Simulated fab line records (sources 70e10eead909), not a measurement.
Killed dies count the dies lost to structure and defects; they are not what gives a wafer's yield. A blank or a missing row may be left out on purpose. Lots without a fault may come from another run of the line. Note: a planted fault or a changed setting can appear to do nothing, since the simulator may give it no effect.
Problem report in the 8D (eight disciplines) form, filled by code :: flow nand harc :: the parts of the form that need people (team, actions taken, sign-off) are left out

## 1. WHAT IS WRONG
At NHARC_A_BLC_OVL_MEAS_11, overlay x nm averages 4.7 nm over 6 wafers from 2 lots, while fault-free wafers read -0.1 nm, standard deviation 0.88. Measured from the usual mean, that is +5.5 standard deviations.
The first sign was on wafer L520.1 at day 20 06:29, on overlay-01. The record holds 33 wafers of 11 lots with a number at this step. The rule behind "out" and "out of limits": a value lying over 4 standard deviations away from the usual mean. All remaining wafers that have a number are taken as sound.

## 2. WHAT IT IS; WHAT IT IS NOT
question: which readings at this step
is: overlay x nm
is not: -

question: which lots
is: L520, L525
is not: L507, L509, L510, L512, L513, L514, L524, L527, L530

question: which wafers of those lots
is: all that have a number
is not: -

question: read on which gauges
is: overlay-01, overlay-02
is not: -

question: when
is: from day 20 06:29
is not: up to then (18 sound wafers); but 9 sound wafers of L524, L527, L530 came after

## 3. SUSPECTS, AND WHAT RULES EACH OUT
Counting: any tool at a process step up to the reading is kept as a suspect provided that every lot that is out went through it and no sound lot did after the first of them.
- the gauge at NHARC_A_BLC_OVL_MEAS_11 is ruled out. Those wafers that are out were read across 2 gauges (overlay-01, overlay-02).
- arfi scanner-01 at NHARC_A_BLC_EXPOSE_07 (exposes mask A BLC, target cd 100 nm): kept. All lots that are out passed through it, beginning with L520 at day 20 06:16, and no sound lot followed; its final sound lot before that point was L510 at day 17 11:50.
The count leaves arfi scanner-01 at NHARC_A_BLC_EXPOSE_07.

## 4. THE CAUSE (what the simulator had put in)
Scanner matching overlay: arfi scanner-01, from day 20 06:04 on, at NHARC_A_BLC_EXPOSE_07. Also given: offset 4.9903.
Only this tool survived the counting.

## 5. THE CHAIN OF EFFECTS, in route order
Each row: a reading where the mean over the struck wafers with a number is more than 3 standard deviations away from the usual. Readings are gone through only where the record gives a usual standard deviation; hours: the median, over the lots, of the time from a lot's start at the first step in this table giving one to that lot's start at this step; sigmas: the change measured in usual standard deviations.
hours: 0
step: NHARC_A_BLC_OVL_MEAS_11
reading: overlay x nm
usual: -0.1 nm
on struck wafers: 4.7
change: +4.8
sigmas: +5.5
Later measuring or inspecting steps at which every struck wafer that the step has a row for has a number for every such reading, and none has moved that far: NHARC_END_SORT_01.

## 6. HOW IT WOULD HAVE BEEN CAUGHT EARLIER
The first out-of-limits reading at a measuring or inspecting step in this record came at day 20 06:29, 0 hours after the fault's start at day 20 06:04.
Tool readings at NHARC_A_BLC_EXPOSE_07 with a usual standard deviation given in the record: none out on any struck wafer, hence no alarm at a limit of 4 standard deviations on them.
L525, from the lots that are out (2), started NHARC_A_BLC_EXPOSE_07 on arfi scanner-01 later than day 20 06:29. A hold on the tool at that time would have spared it.
